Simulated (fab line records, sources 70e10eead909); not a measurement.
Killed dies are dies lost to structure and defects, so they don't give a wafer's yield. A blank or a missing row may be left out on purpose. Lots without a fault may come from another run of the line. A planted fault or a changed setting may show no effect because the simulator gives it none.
Which tool did it? | flow nand_harc | 12 lots, 36 wafers sampled, at 5 steps of a route of 1302

WHAT THE GAUGES READ, wafer by wafer
NHARC_END_SORT_01. Usual: killed_at_array 57, standard deviation 21; killed_at_other 0.9, standard deviation 1.2; killed_at_periphery 4.2, standard deviation 2.9; killed_dies 62, standard deviation 21; killed_open 3.2, standard deviation 1.8; killed_short 2.4, standard deviation 1.5.
lot  | measured     | on        | killed_at_array | killed_at_other | killed_at_periphery | killed_dies | killed_open | killed_short | flag
L436 | day 30 10:14 | prober-01 | 70 116 69       | 0 1 0           | 9 10 4              | 79 127 73   | 1 5 2       | 0 2 4        |

WHICH TOOL RAN EACH LOT (tool, then ch and the chambers of the sampled wafers, then the start)
lot  | NHARC_A_WL_FILL_STRIP_28            | NHARC_A_BONDPAD_DESCUM_11          | NHARC_HYBRID_BOND_ACTIVATE_00      | NHARC_THIN_TSV_ETCH_36
L421 | wet_bench-04 ch 1,5,6, day 20 04:31 | rie_diel-06 ch 2,3, day 22 21:29   | rie_diel-05 ch 0,1, day 23 00:13   | rie_metal-01 ch 0,1, day 23 20:10
L422 | wet_bench-04 ch 2,3,4, day 20 22:05 | rie_diel-06 ch 0,3, day 23 13:08   | rie_diel-05 ch 0,3, day 23 15:46   | rie_metal-01 ch 0,1, day 24 16:40
L423 | wet_bench-04 ch 2,3,6, day 21 07:08 | rie_diel-01 ch 0,2,3, day 23 21:41 | rie_diel-07 ch 0,1,3, day 24 00:19 | rie_metal-02 ch 0, day 24 17:56
L425 | wet_bench-07 ch 0,6,7, day 22 00:17 | rie_diel-12 ch 0,3, day 24 13:49   | rie_diel-05 ch 2,3, day 24 16:52   | rie_metal-02 ch 0,1, day 25 11:56
L427 | wet_bench-04 ch 3,4,6, day 22 15:34 | rie_diel-12 ch 0,3, day 25 04:40   | rie_diel-05 ch 2,3, day 25 07:18   | rie_metal-01 ch 0,1, day 26 01:59
L428 | wet_bench-07 ch 0,4,7, day 23 21:10 | rie_diel-01 ch 0,1, day 26 15:10   | rie_diel-05 ch 0,1,3, day 26 17:50 | rie_metal-01 ch 0,1, day 27 14:47
L429 | wet_bench-07 ch 0,3,5, day 24 01:00 | rie_diel-01 ch 0,2,3, day 26 20:18 | rie_diel-05 ch 0,2,3, day 26 22:56 | rie_metal-03 ch 0,1, day 27 16:15
L431 | wet_bench-07 ch 1,6,7, day 24 22:09 | rie_diel-06 ch 0,3, day 27 15:08   | rie_diel-05 ch 0,2, day 27 17:46   | rie_metal-02 ch 0,1, day 28 16:28
L432 | wet_bench-07 ch 2,4,5, day 25 03:31 | rie_diel-06 ch 0,1, day 27 20:03   | rie_diel-05 ch 0,2,3, day 27 22:43 | rie_metal-01 ch 0,1, day 28 17:53
L436 | wet_bench-07 ch 0,5,6, day 26 05:47 | rie_diel-12 ch 1,2, day 29 01:03   | rie_diel-05 ch 0,1, day 29 03:54   | rie_metal-02 ch 0,1, day 29 22:29
L443 | wet_bench-05 ch 0,1,5, day 29 22:38 | rie_diel-06 ch 0,1,2, day 32 12:56 | rie_diel-05 ch 0,2, day 32 15:36   | rie_metal-01 ch 0,1, day 33 12:34
L444 | wet_bench-05 ch 3,6,7, day 30 04:48 | rie_diel-01 ch 0,2, day 33 00:01   | rie_diel-05 ch 0,1,3, day 33 02:44 | rie_metal-01 ch 0, day 34 00:03
- NHARC_A_WL_FILL_STRIP_28: strips in post etch residue remover, time 1200 s.
- NHARC_A_BONDPAD_DESCUM_11: chemistry O2, time 3 s.
- NHARC_HYBRID_BOND_ACTIVATE_00: chemistry N2, time 60 s.
- NHARC_THIN_TSV_ETCH_36: etches the open film in Cl2/BCl3, target depth 65 nm, time 18.571 s.

WHAT THE TOOLS THEMSELVES READ (means of the sampled wafers that have a number; where no wafer has one, the mark that the record gives instead)
NHARC_A_BONDPAD_DESCUM_11. Usual: drypump_motor_current_A 5.5 A, standard deviation 0.35; o2_flow_sccm 200.0 sccm, standard deviation 0.6; oes_product_au 1.002 a.u., standard deviation 0.012; rf_vpp_V 57.5 V, standard deviation 0.93; showerhead_plenum_p_Torr 1.90 Torr, standard deviation 0.11; throttle_valve_pct 11.311 %, standard deviation 0.0086.
lot  | tool        | drypump_motor_current_A (A) | o2_flow_sccm (sccm) | oes_product_au (a.u.) | rf_vpp_V (V) | showerhead_plenum_p_Torr (Torr) | throttle_valve_pct (%) | flag
L421 | rie_diel-06 | 5.5                         | 199.6               | 1.012                 | 58.1         | 1.95                            | 11.308                 |
L422 | rie_diel-06 | 5.5                         | 199.4               | 1.005                 | 57.8         | 1.95                            | 11.310                 |
L423 | rie_diel-01 | 5.1                         | 200.3               | 0.995                 | 57.3         | 1.87                            | 11.310                 |
L425 | rie_diel-12 | 6.0                         | 200.4               | 0.998                 | 58.1         | 2.00                            | 11.318                 |
L427 | rie_diel-12 | 6.0                         | 199.6               | 0.998                 | 58.0         | 2.00                            | 11.312                 |
L428 | rie_diel-01 | 5.7                         | 199.6               | 1.012                 | 58.2         | 1.91                            | 11.313                 |
L429 | rie_diel-01 | 5.1                         | 200.2               | 0.993                 | 57.6         | 1.96                            | 11.312                 |
L431 | rie_diel-06 | 5.5                         | 199.7               | 1.015                 | 57.8         | 1.95                            | 11.314                 |
L432 | rie_diel-06 | 5.3                         | 199.8               | 0.988                 | 57.5         | 1.87                            | 11.308                 |
L436 | rie_diel-12 | 5.6                         | 199.9               | 1.010                 | 58.3         | 1.93                            | 11.307                 |
L443 | rie_diel-06 | 5.4                         | 200.2               | 1.007                 | 56.5         | 1.82                            | 11.302                 |
L444 | rie_diel-01 | 5.2                         | 199.9               | 0.991                 | 57.9         | 2.02                            | 11.316                 |

NHARC_HYBRID_BOND_ACTIVATE_00. Usual: drypump_motor_current_A 5.70 A, standard deviation 0.27; oes_product_au 1.000 a.u., standard deviation 0.013; rf_vpp_V 64.1 V, standard deviation 0.91; showerhead_plenum_p_Torr 1.77 Torr, standard deviation 0.075.
lot  | tool        | drypump_motor_current_A (A) | oes_product_au (a.u.) | rf_vpp_V (V) | showerhead_plenum_p_Torr (Torr) | flag
L421 | rie_diel-05 | 5.53                        | 1.012                 | 64.3         | 1.73                            |
L422 | rie_diel-05 | 5.55                        | 1.000                 | 63.7         | 1.81                            |
L423 | rie_diel-07 | 5.73                        | 1.003                 | 64.0         | 1.79                            |
L425 | rie_diel-05 | 5.78                        | 1.005                 | 64.0         | 1.76                            |
L427 | rie_diel-05 | 5.96                        | 1.001                 | 63.5         | 1.72                            |
L428 | rie_diel-05 | 5.52                        | 0.993                 | 64.2         | 1.77                            |
L429 | rie_diel-05 | 5.76                        | 0.996                 | 64.4         | 1.77                            |
L431 | rie_diel-05 | 5.71                        | 0.993                 | 63.5         | 1.78                            |
L432 | rie_diel-05 | 5.73                        | 0.996                 | 63.3         | 1.77                            |
L436 | rie_diel-05 | 5.54                        | 1.006                 | 64.0         | 1.72                            |
L443 | rie_diel-05 | 5.73                        | 0.994                 | 63.9         | 1.78                            |
L444 | rie_diel-05 | 5.56                        | 0.990                 | 64.6         | 1.76                            |

NHARC_THIN_TSV_ETCH_36. Usual: drypump_motor_current_A 5.9 A, standard deviation 0.35; he_backside_leak_sccm 3.49 sccm, standard deviation 0.16; oes_product_au 1.004 a.u., standard deviation 0.015.
lot  | tool         | drypump_motor_current_A (A) | he_backside_leak_sccm (sccm) | oes_product_au (a.u.) | flag
L421 | rie_metal-01 | 6.2                         | 3.60                         | 1.038                 |
L422 | rie_metal-01 | 6.1                         | 3.75                         | 1.027                 |
L423 | rie_metal-02 | 5.9                         | 3.42                         | 0.993                 |
L425 | rie_metal-02 | 5.6                         | 3.43                         | 0.991                 |
L427 | rie_metal-01 | 6.2                         | 3.47                         | 1.011                 |
L428 | rie_metal-01 | 6.1                         | 3.53                         | 1.021                 |
L429 | rie_metal-03 | 6.1                         | 3.54                         | 0.993                 |
L431 | rie_metal-02 | 5.6                         | 3.38                         | 0.997                 |
L432 | rie_metal-01 | 5.9                         | 3.49                         | 1.023                 |
L436 | rie_metal-02 | 5.7                         | 3.36                         | 0.995                 |
L443 | rie_metal-01 | 5.9                         | 3.51                         | 0.992                 |
L444 | rie_metal-01 | 6.4                         | 3.43                         | 1.002                 |

THE ANSWER, worked out from the rows above alone
Rule: a lot is off if the mean of its wafers that have a number lies more than 3 standard deviations from the usual mean. A lot without any number at a reading at which 4 lots or more have one is off too. The other lots that the step has rows for count as sound. The gauges are gone through in route order, then the tools' own readings, and for those a lot's mean is taken as printed above. The first step at which some lot is off is used, and at that step the reading that is off furthest; a lot without a number counts as furthest.
No lot is off at any reading shown: from this, nothing can be told.

WHAT THE SIMULATOR HAD PUT IN
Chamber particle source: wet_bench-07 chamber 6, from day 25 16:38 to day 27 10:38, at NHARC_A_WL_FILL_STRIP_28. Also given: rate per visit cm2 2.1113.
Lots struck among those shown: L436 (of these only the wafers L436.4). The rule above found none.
